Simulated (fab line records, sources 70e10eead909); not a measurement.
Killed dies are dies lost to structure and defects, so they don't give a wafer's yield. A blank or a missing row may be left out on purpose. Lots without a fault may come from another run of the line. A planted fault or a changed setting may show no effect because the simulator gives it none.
Which tool did it? | flow nand_harc | 24 lots, 72 wafers sampled, at 6 steps of a route of 1302

WHAT THE GAUGES READ, wafer by wafer
The record holds no reading of a measuring or inspecting step that can be judged against a usual standard deviation.

WHICH TOOL RAN EACH LOT (tool, then ch and the chambers of the sampled wafers, then the start)
lot  | NHARC_A_STAIRCASE_TRIM_198                    | NHARC_A_STAIRCASE_ETCH_203                    | NHARC_A_STAIRCASE_TRIM_235                    | NHARC_A_STAIRCASE_ETCH_253         | NHARC_A_STAIRCASE_STRIP_254          | NHARC_A_STAIRCASE_HM_OPEN_457
L075 | rie_diel-08 ch 0,1,2, day 16 08:20 or earlier | rie_diel-08 ch 1,2, day 16 08:20 or earlier   | rie_diel-10 ch 0,1, day 16 08:20 or earlier   | rie_diel-07 ch 0,1,2, day 16 08:20 | plasma_asher-01 ch 0,1, day 16 08:34 | rie_diel-07 ch 0,1,2, no start
L074 | rie_diel-07 ch 0,1,3, day 16 12:31 or earlier | rie_diel-07 ch 0,1,3, day 16 12:31 or earlier | rie_diel-10 ch 0,2,3, day 16 12:31 or earlier | rie_diel-07 ch 0,1,3, day 16 12:31 | plasma_asher-01 ch 0,1, day 16 12:36 | rie_diel-07 ch 0,1,3, no start
L076 | rie_diel-10 ch 0,2,3, day 16 22:13 or earlier | rie_diel-10 ch 1,3, day 16 22:13 or earlier   | rie_diel-08 ch 1,3, day 16 22:13 or earlier   | rie_diel-07 ch 0,3, day 16 22:13   | plasma_asher-02 ch 0,1, day 16 22:25 | rie_diel-08 ch 2,3, no start
L077 | rie_diel-07 ch 1,2,3, day 17 19:43 or earlier | rie_diel-07 ch 0,3, day 17 19:43 or earlier   | rie_diel-10 ch 0,1,3, day 17 19:43 or earlier | rie_diel-08 ch 0,1,2, day 17 19:43 | plasma_asher-01 ch 1, day 17 19:50   | rie_diel-07 ch 2,3, no start
L079 | rie_diel-07 ch 1,2,3, day 18 06:13 or earlier | rie_diel-07 ch 0,1,2, day 18 06:13 or earlier | rie_diel-08 ch 1,2, day 18 06:13 or earlier   | rie_diel-08 ch 2,3, day 18 06:13   | plasma_asher-02 ch 0,1, day 18 06:21 | rie_diel-07 ch 1,2, no start
L078 | rie_diel-10 ch 1,2, day 18 07:07 or earlier   | rie_diel-10 ch 0,2,3, day 18 07:07 or earlier | rie_diel-08 ch 0,1,3, day 18 07:07 or earlier | rie_diel-08 ch 0,2,3, day 18 07:07 | plasma_asher-02 ch 0,1, day 18 07:17 | rie_diel-08 ch 0,1,3, no start
L080 | rie_diel-08 ch 0,1,3, day 19 10:56 or earlier | rie_diel-08 ch 0,2,3, day 19 10:56 or earlier | rie_diel-08 ch 0,1,2, day 19 10:56 or earlier | rie_diel-07 ch 1,2,3, day 19 10:56 | plasma_asher-02 ch 0,1, day 19 11:09 | rie_diel-07 ch 0,2,3, no start
L081 | rie_diel-10 ch 0,1,2, day 19 14:19 or earlier | rie_diel-10 ch 0,3, day 19 14:19 or earlier   | rie_diel-07 ch 0,1,3, day 19 14:19 or earlier | rie_diel-07 ch 0,2,3, day 19 14:19 | plasma_asher-02 ch 0,1, day 19 14:25 | rie_diel-08 ch 0,1,2, no start
L082 | rie_diel-08 ch 0,1,3, day 19 14:33 or earlier | rie_diel-08 ch 0,1,2, day 19 14:33 or earlier | rie_diel-08 ch 1,2,3, day 19 14:33 or earlier | rie_diel-10 ch 1,2,3, day 19 14:33 | plasma_asher-01 ch 0,1, day 19 14:41 | rie_diel-07 ch 0,2,3, no start
L083 | rie_diel-10 ch 0,3, day 20 06:05 or earlier   | rie_diel-10 ch 0,2,3, day 20 06:05 or earlier | rie_diel-10 ch 0,2,3, day 20 06:05 or earlier | rie_diel-07 ch 0,2,3, day 20 06:05 | plasma_asher-02 ch 0,1, day 20 06:15 | rie_diel-08 ch 2,3, no start
L084 | rie_diel-10 ch 1,3, day 21 00:37 or earlier   | rie_diel-08 ch 0,1,2, day 21 00:37            | rie_diel-07 ch 0,2,3, day 21 06:13 or earlier | rie_diel-07 ch 0,1, day 21 06:13   | plasma_asher-02 ch 0,1, day 21 06:32 | rie_diel-10 ch 0,1,3, no start
L086 | rie_diel-08 ch 0,2,3, day 21 08:23 or earlier | rie_diel-08 ch 0,2, day 21 08:23 or earlier   | rie_diel-08 ch 1,2,3, day 21 08:23 or earlier | rie_diel-07 ch 0,2, day 21 08:23   | plasma_asher-02 ch 0,1, day 21 08:28 | rie_diel-07 ch 1,2, no start
L085 | rie_diel-08 ch 1,2, day 21 08:57 or earlier   | rie_diel-08 ch 0,1,3, day 21 08:57 or earlier | rie_diel-07 ch 0,3, day 21 08:57 or earlier   | rie_diel-10 ch 0,1, day 21 08:57   | plasma_asher-02 ch 0,1, day 21 09:11 | rie_diel-10 ch 0,3, no start
L087 | rie_diel-07 ch 1,2,3, day 21 16:02 or earlier | rie_diel-07 ch 0,1,2, day 21 16:02 or earlier | rie_diel-08 ch 0,2,3, day 21 16:02 or earlier | rie_diel-08 ch 0,2,3, day 21 16:02 | plasma_asher-02 ch 0,1, day 21 16:07 | rie_diel-07 ch 0,1,3, no start
L088 | rie_diel-10 ch 1,2, day 22 14:34 or earlier   | rie_diel-10 ch 1,2,3, day 22 14:34 or earlier | rie_diel-08 ch 0,2,3, day 22 14:34 or earlier | rie_diel-07 ch 1,2,3, day 22 14:34 | plasma_asher-02 ch 0,1, day 22 14:38 | rie_diel-10 ch 0,1, no start
L089 | rie_diel-07 ch 0,2,3, day 22 15:06 or earlier | rie_diel-07 ch 1,2,3, day 22 15:06 or earlier | rie_diel-07 ch 0,1,3, day 22 15:06 or earlier | rie_diel-07 ch 0,1,2, day 22 15:06 | plasma_asher-02 ch 0,1, day 22 15:11 | rie_diel-08 ch 0,1,2, no start
L091 | rie_diel-08 ch 0,1,2, day 22 21:20 or earlier | rie_diel-08 ch 0,2,3, day 22 21:20 or earlier | rie_diel-08 ch 1,2,3, day 22 21:20 or earlier | rie_diel-07 ch 0,2,3, day 22 21:20 | plasma_asher-02 ch 0,1, day 22 21:26 | rie_diel-08 ch 0,2,3, no start
L090 | rie_diel-07 ch 1,2,3, day 22 23:28 or earlier | rie_diel-07 ch 2,3, day 22 23:28 or earlier   | rie_diel-07 ch 0,3, day 22 23:28 or earlier   | rie_diel-10 ch 1,2, day 22 23:28   | plasma_asher-02 ch 0,1, day 22 23:39 | rie_diel-10 ch 0,1,2, no start
L093 | rie_diel-07 ch 1,2, day 23 18:06 or earlier   | rie_diel-07 ch 0,1, day 23 18:06 or earlier   | rie_diel-08 ch 0,2,3, day 23 18:06 or earlier | rie_diel-07 ch 0,2,3, day 23 18:06 | plasma_asher-02 ch 0,1, day 23 18:19 | rie_diel-07 ch 0,1, no start
L092 | rie_diel-07 ch 0,1,3, day 23 23:34 or earlier | rie_diel-07 ch 0,1,2, day 23 23:34 or earlier | rie_diel-07 ch 0,2,3, day 23 23:34 or earlier | rie_diel-07 ch 0,1,3, day 23 23:34 | plasma_asher-02 ch 0,1, day 23 23:44 | rie_diel-07 ch 0,1,2, no start
L094 | rie_diel-07 ch 1,2,3, day 24 23:05 or earlier | rie_diel-07 ch 0,2,3, day 24 23:05 or earlier | rie_diel-10 ch 0,2,3, day 24 23:05 or earlier | rie_diel-08 ch 0,1,3, day 24 23:05 | plasma_asher-02 ch 0,1, day 24 23:34 | rie_diel-10 ch 0,3, no start
L095 | rie_diel-07 ch 0,1,3, day 25 17:14 or earlier | rie_diel-07 ch 0,1,2, day 25 17:14 or earlier | rie_diel-07 ch 0,1,2, day 25 17:14 or earlier | rie_diel-10 ch 1,2,3, day 25 17:14 | plasma_asher-01 ch 0,1, day 25 17:20 | rie_diel-07 ch 1,3, no start
L096 | rie_diel-07 ch 1,2,3, day 25 19:40 or earlier | rie_diel-07 ch 0,1, day 25 19:40 or earlier   | rie_diel-08 ch 0,2, day 25 19:40 or earlier   | rie_diel-10 ch 1,2, day 25 19:40   | plasma_asher-02 ch 0,1, day 25 19:46 | rie_diel-08 ch 1,3, no start
L097 | rie_diel-07 ch 0,2,3, day 26 01:39 or earlier | rie_diel-07 ch 0,2,3, day 26 01:39 or earlier | rie_diel-08 ch 0,2,3, day 26 01:39 or earlier | rie_diel-07 ch 0,2,3, day 26 01:39 | plasma_asher-02 ch 0,1, day 26 01:50 | rie_diel-08 ch 1,2,3, no start
- NHARC_A_STAIRCASE_TRIM_198: chemistry O2, time 211.2 s.
- NHARC_A_STAIRCASE_ETCH_203: etches the open film in C4F8/O2, target depth 100 nm, time 40.5 s.
- NHARC_A_STAIRCASE_TRIM_235: chemistry O2, time 211.2 s.
- NHARC_A_STAIRCASE_ETCH_253: etches the open film in C4F8/O2, target depth 50 nm, time 20.2 s.
- NHARC_A_STAIRCASE_STRIP_254: strips in O2.
- NHARC_A_STAIRCASE_HM_OPEN_457: chemistry O2/COS.

WHAT THE TOOLS THEMSELVES READ (means of the sampled wafers that have a number; where no wafer has one, the mark that the record gives instead)
NHARC_A_STAIRCASE_TRIM_198. Usual: drypump_motor_current_A 5.8 A, standard deviation 0.42; oes_product_au 1.001 a.u., standard deviation 0.011; rf_vpp_V 57.7 V, standard deviation 0.92; showerhead_plenum_p_Torr 3.51 Torr, standard deviation 0.17; throttle_valve_pct 17.037 %, standard deviation 0.0089.
lot  | tool        | drypump_motor_current_A (A) | oes_product_au (a.u.) | rf_vpp_V (V) | showerhead_plenum_p_Torr (Torr) | throttle_valve_pct (%) | flag
L075 | rie_diel-08 | 6.4                         | 1.002                 | 57.2         | 3.63                            | 17.038                 |
L074 | rie_diel-07 | 5.6                         | 0.990                 | 57.0         | 3.45                            | 17.044                 |
L076 | rie_diel-10 | 5.5                         | 1.013                 | 57.6         | 3.37                            | 17.038                 |
L077 | rie_diel-07 | 5.6                         | 0.992                 | 58.8         | 3.60                            | 17.040                 |
L079 | rie_diel-07 | 5.6                         | 0.993                 | 58.1         | 3.60                            | 17.041                 |
L078 | rie_diel-10 | 5.4                         | 0.997                 | 58.8         | 3.49                            | 17.047                 |
L080 | rie_diel-08 | 6.1                         | 1.000                 | 58.9         | 3.53                            | 17.037                 |
L081 | rie_diel-10 | 5.5                         | 1.009                 | 57.7         | 3.42                            | 17.050                 |
L082 | rie_diel-08 | 6.1                         | 1.013                 | 58.6         | 3.53                            | 17.043                 |
L083 | rie_diel-10 | 5.5                         | 1.005                 | 57.8         | 3.37                            | 17.030                 |
L084 | rie_diel-10 | 5.4                         | 1.011                 | 56.7         | 3.48                            | 17.039                 |
L086 | rie_diel-08 | 6.1                         | 1.009                 | 58.1         | 3.59                            | 17.026                 |
L085 | rie_diel-08 | 6.6                         | 1.022                 | 57.6         | 3.52                            | 17.040                 |
L087 | rie_diel-07 | 5.6                         | 0.992                 | 57.5         | 3.59                            | 17.034                 |
L088 | rie_diel-10 | 5.5                         | 1.016                 | 57.1         | 3.39                            | 17.035                 |
L089 | rie_diel-07 | 5.9                         | 0.994                 | 57.6         | 3.48                            | 17.044                 |
L091 | rie_diel-08 | 6.3                         | 1.007                 | 58.6         | 3.61                            | 17.041                 |
L090 | rie_diel-07 | 5.6                         | 0.998                 | 57.9         | 3.58                            | 17.038                 |
L093 | rie_diel-07 | 5.6                         | 0.991                 | 58.0         | 3.66                            | 17.036                 |
L092 | rie_diel-07 | 5.6                         | 1.000                 | 56.8         | 3.42                            | 17.031                 |
L094 | rie_diel-07 | 5.6                         | 0.996                 | 58.4         | 3.57                            | 17.037                 |
L095 | rie_diel-07 | 5.6                         | 0.989                 | 57.3         | 3.42                            | 17.029                 |
L096 | rie_diel-07 | 5.6                         | 0.988                 | 57.9         | 3.57                            | 17.044                 |
L097 | rie_diel-07 | 5.9                         | 1.004                 | 57.3         | 3.47                            | 17.038                 |

NHARC_A_STAIRCASE_ETCH_203. Usual: oes_product_au 0.945 a.u., standard deviation 0.011; rf_vpp_V 895 V, standard deviation 6.2.
lot  | tool        | oes_product_au (a.u.) | rf_vpp_V (V) | flag
L075 | rie_diel-08 | 0.944                 | 899          |
L074 | rie_diel-07 | 0.938                 | 893          |
L076 | rie_diel-10 | 0.935                 | 893          |
L077 | rie_diel-07 | 0.928                 | 889          |
L079 | rie_diel-07 | 0.930                 | 898          |
L078 | rie_diel-10 | 0.952                 | 889          |
L080 | rie_diel-08 | 0.939                 | 898          |
L081 | rie_diel-10 | 0.959                 | 890          |
L082 | rie_diel-08 | 0.954                 | 898          |
L083 | rie_diel-10 | 0.958                 | 890          |
L084 | rie_diel-08 | 0.938                 | 898          |
L086 | rie_diel-08 | 0.943                 | 901          |
L085 | rie_diel-08 | 0.959                 | 895          |
L087 | rie_diel-07 | 0.949                 | 897          |
L088 | rie_diel-10 | 0.950                 | 892          |
L089 | rie_diel-07 | 0.950                 | 898          |
L091 | rie_diel-08 | 0.955                 | 899          |
L090 | rie_diel-07 | 0.933                 | 899          |
L093 | rie_diel-07 | 0.942                 | 895          |
L092 | rie_diel-07 | 0.945                 | 897          |
L094 | rie_diel-07 | 0.943                 | 895          |
L095 | rie_diel-07 | 0.945                 | 897          |
L096 | rie_diel-07 | 0.946                 | 894          |
L097 | rie_diel-07 | 0.940                 | 893          |

NHARC_A_STAIRCASE_TRIM_235. Usual: drypump_motor_current_A 5.9 A, standard deviation 0.43; oes_product_au 1.003 a.u., standard deviation 0.01; rf_vpp_V 57.6 V, standard deviation 0.87; showerhead_plenum_p_Torr 3.51 Torr, standard deviation 0.16; throttle_valve_pct 17.037 %, standard deviation 0.0099.
lot  | tool        | drypump_motor_current_A (A) | oes_product_au (a.u.) | rf_vpp_V (V) | showerhead_plenum_p_Torr (Torr) | throttle_valve_pct (%) | flag
L075 | rie_diel-10 | 5.4                         | 1.008                 | 57.5         | 3.51                            | 17.042                 |
L074 | rie_diel-10 | 5.5                         | 1.007                 | 57.3         | 3.37                            | 17.040                 |
L076 | rie_diel-08 | 6.0                         | 1.008                 | 57.1         | 3.42                            | 17.035                 |
L077 | rie_diel-10 | 5.4                         | 0.993                 | 57.4         | 3.45                            | 17.032                 |
L079 | rie_diel-08 | 6.6                         | 1.011                 | 57.6         | 3.60                            | 17.038                 |
L078 | rie_diel-08 | 6.1                         | 1.007                 | 57.7         | 3.54                            | 17.028                 |
L080 | rie_diel-08 | 6.4                         | 1.013                 | 58.2         | 3.62                            | 17.035                 |
L081 | rie_diel-07 | 5.6                         | 0.984                 | 57.6         | 3.44                            | 17.031                 |
L082 | rie_diel-08 | 6.3                         | 1.014                 | 58.8         | 3.50                            | 17.030                 |
L083 | rie_diel-10 | 5.5                         | 1.008                 | 57.1         | 3.36                            | 17.030                 |
L084 | rie_diel-07 | 5.8                         | 1.008                 | 57.7         | 3.49                            | 17.042                 |
L086 | rie_diel-08 | 6.3                         | 1.008                 | 57.5         | 3.49                            | 17.030                 |
L085 | rie_diel-07 | 5.8                         | 1.000                 | 57.4         | 3.33                            | 17.044                 |
L087 | rie_diel-08 | 6.1                         | 1.004                 | 57.4         | 3.59                            | 17.047                 |
L088 | rie_diel-08 | 6.1                         | 1.009                 | 58.5         | 3.58                            | 17.028                 |
L089 | rie_diel-07 | 5.6                         | 0.993                 | 57.0         | 3.43                            | 17.045                 |
L091 | rie_diel-08 | 6.3                         | 1.006                 | 58.0         | 3.49                            | 17.051                 |
L090 | rie_diel-07 | 5.7                         | 0.989                 | 57.2         | 3.35                            | 17.027                 |
L093 | rie_diel-08 | 6.1                         | 0.999                 | 59.2         | 3.58                            | 17.034                 |
L092 | rie_diel-07 | 5.9                         | 1.003                 | 57.4         | 3.47                            | 17.026                 |
L094 | rie_diel-10 | 5.5                         | 1.004                 | 57.2         | 3.34                            | 17.033                 |
L095 | rie_diel-07 | 5.8                         | 1.001                 | 57.8         | 3.55                            | 17.030                 |
L096 | rie_diel-08 | 6.2                         | 0.998                 | 57.8         | 3.69                            | 17.042                 |
L097 | rie_diel-08 | 6.0                         | 0.997                 | 57.8         | 3.57                            | 17.040                 |

NHARC_A_STAIRCASE_ETCH_253. Usual: oes_product_au 0.956 a.u., standard deviation 0.019; rf_vpp_V 895 V, standard deviation 6.5.
lot  | tool        | oes_product_au (a.u.) | rf_vpp_V (V) | flag
L075 | rie_diel-07 | 0.956                 | 899          |
L074 | rie_diel-07 | 0.941                 | 893          |
L076 | rie_diel-07 | 0.918                 | 890          |
L077 | rie_diel-08 | 0.936                 | 898          |
L079 | rie_diel-08 | 0.993                 | 898          |
L078 | rie_diel-08 | 0.955                 | 899          |
L080 | rie_diel-07 | 0.943                 | 898          |
L081 | rie_diel-07 | 0.944                 | 896          |
L082 | rie_diel-10 | 0.963                 | 892          |
L083 | rie_diel-07 | 0.970                 | 895          |
L084 | rie_diel-07 | 0.956                 | 895          |
L086 | rie_diel-07 | 0.971                 | 898          |
L085 | rie_diel-10 | 0.981                 | 892          |
L087 | rie_diel-08 | 0.961                 | 898          |
L088 | rie_diel-07 | 0.968                 | 897          |
L089 | rie_diel-07 | 0.968                 | 897          |
L091 | rie_diel-07 | 0.943                 | 894          |
L090 | rie_diel-10 | 0.935                 | 894          |
L093 | rie_diel-07 | 0.974                 | 895          |
L092 | rie_diel-07 | 0.942                 | 892          |
L094 | rie_diel-08 | 0.977                 | 895          |
L095 | rie_diel-10 | 0.950                 | 890          |
L096 | rie_diel-10 | 0.961                 | 890          |
L097 | rie_diel-07 | 0.953                 | 894          |

NHARC_A_STAIRCASE_STRIP_254. Usual: drypump_motor_current_A 5.67 A, standard deviation 0.14; heater_power_w 346 W, standard deviation 27.
lot  | tool            | drypump_motor_current_A (A) | heater_power_w (W) | flag
L075 | plasma_asher-01 | 5.50                        | 355                |
L074 | plasma_asher-01 | 5.49                        | 351                |
L076 | plasma_asher-02 | 5.77                        | 358                |
L077 | plasma_asher-01 | 5.28                        | 405                |
L079 | plasma_asher-02 | 5.71                        | 351                |
L078 | plasma_asher-02 | 5.73                        | 335                |
L080 | plasma_asher-02 | 5.71                        | 328                |
L081 | plasma_asher-02 | 5.71                        | 336                |
L082 | plasma_asher-01 | 5.41                        | 379                |
L083 | plasma_asher-02 | 5.73                        | 333                |
L084 | plasma_asher-02 | 5.74                        | 348                |
L086 | plasma_asher-02 | 5.69                        | 332                |
L085 | plasma_asher-02 | 5.75                        | 351                |
L087 | plasma_asher-02 | 5.74                        | 332                |
L088 | plasma_asher-02 | 5.73                        | 349                |
L089 | plasma_asher-02 | 5.77                        | 345                |
L091 | plasma_asher-02 | 5.72                        | 342                |
L090 | plasma_asher-02 | 5.76                        | 348                |
L093 | plasma_asher-02 | 5.74                        | 340                |
L092 | plasma_asher-02 | 5.73                        | 334                |
L094 | plasma_asher-02 | 5.69                        | 333                |
L095 | plasma_asher-01 | 5.48                        | 366                |
L096 | plasma_asher-02 | 5.77                        | 344                |
L097 | plasma_asher-02 | 5.75                        | 345                |

NHARC_A_STAIRCASE_HM_OPEN_457. Usual: cos_flow_sccm 20.00 sccm, standard deviation 0.071; drypump_motor_current_A 5.8 A, standard deviation 0.43; oes_product_au 1.001 a.u., standard deviation 0.011; rf_vpp_V 467 V, standard deviation 3.3; showerhead_plenum_p_Torr 3.11 Torr, standard deviation 0.15; throttle_valve_pct 28.329 %, standard deviation 0.0095.
lot  | tool        | cos_flow_sccm (sccm) | drypump_motor_current_A (A) | oes_product_au (a.u.) | rf_vpp_V (V) | showerhead_plenum_p_Torr (Torr) | throttle_valve_pct (%) | flag
L075 | rie_diel-07 | 19.98                | 5.8                         | 0.991                 | 469          | 3.17                            | 28.320                 |
L074 | rie_diel-07 | 19.97                | 5.6                         | 0.987                 | 466          | 3.05                            | 28.331                 |
L076 | rie_diel-08 | 19.98                | 6.2                         | 1.009                 | 468          | 3.17                            | 28.324                 |
L077 | rie_diel-07 | 20.01                | 5.9                         | 0.980                 | 469          | 3.24                            | 28.324                 |
L079 | rie_diel-07 | 20.01                | 5.9                         | 0.986                 | 472          | 3.30                            | 28.326                 |
L078 | rie_diel-08 | 19.99                | 6.1                         | 0.999                 | 468          | 3.13                            | 28.331                 |
L080 | rie_diel-07 | 19.98                | 5.8                         | 0.996                 | 466          | 3.09                            | 28.332                 |
L081 | rie_diel-08 | 19.98                | 6.3                         | 1.010                 | 469          | 3.20                            | 28.332                 |
L082 | rie_diel-07 | 19.96                | 5.9                         | 0.999                 | 467          | 3.09                            | 28.329                 |
L083 | rie_diel-08 | 20.02                | 6.2                         | 1.010                 | 468          | 3.16                            | 28.326                 |
L084 | rie_diel-10 | 19.97                | 5.4                         | 1.005                 | 465          | 3.03                            | 28.324                 |
L086 | rie_diel-07 | 19.98                | 5.6                         | 1.003                 | 471          | 3.25                            | 28.328                 |
L085 | rie_diel-10 | 20.09                | 5.5                         | 1.009                 | 465          | 2.98                            | 28.325                 |
L087 | rie_diel-07 | 19.98                | 5.6                         | 0.997                 | 464          | 3.03                            | 28.332                 |
L088 | rie_diel-10 | 20.11                | 5.4                         | 1.001                 | 466          | 3.09                            | 28.330                 |
L089 | rie_diel-08 | 19.97                | 6.4                         | 1.003                 | 468          | 3.19                            | 28.345                 |
L091 | rie_diel-08 | 19.97                | 6.1                         | 0.998                 | 469          | 3.17                            | 28.319                 |
L090 | rie_diel-10 | 20.07                | 5.5                         | 1.008                 | 465          | 3.02                            | 28.333                 |
L093 | rie_diel-07 | 20.02                | 5.8                         | 1.001                 | 465          | 3.00                            | 28.335                 |
L092 | rie_diel-07 | 19.99                | 5.8                         | 1.004                 | 468          | 3.14                            | 28.332                 |
L094 | rie_diel-10 | 19.92                | 5.5                         | 1.012                 | 463          | 2.97                            | 28.322                 |
L095 | rie_diel-07 | 20.01                | 5.4                         | 1.002                 | 466          | 3.04                            | 28.331                 |
L096 | rie_diel-08 | 20.03                | 6.3                         | 1.003                 | 466          | 3.02                            | 28.332                 |
L097 | rie_diel-08 | 19.97                | 6.3                         | 1.005                 | 466          | 3.08                            | 28.317                 |

THE ANSWER, worked out from the rows above alone
Rule: a lot is off if the mean of its wafers that have a number lies more than 3 standard deviations from the usual mean. A lot without any number at a reading at which 4 lots or more have one is off too. The other lots that the step has rows for count as sound. The gauges are gone through in route order, then the tools' own readings, and for those a lot's mean is taken as printed above. The first step at which some lot is off is used, and at that step the reading that is off furthest; a lot without a number counts as furthest.
No lot is off at any reading shown: from this, nothing can be told.

WHAT THE SIMULATOR HAD PUT IN
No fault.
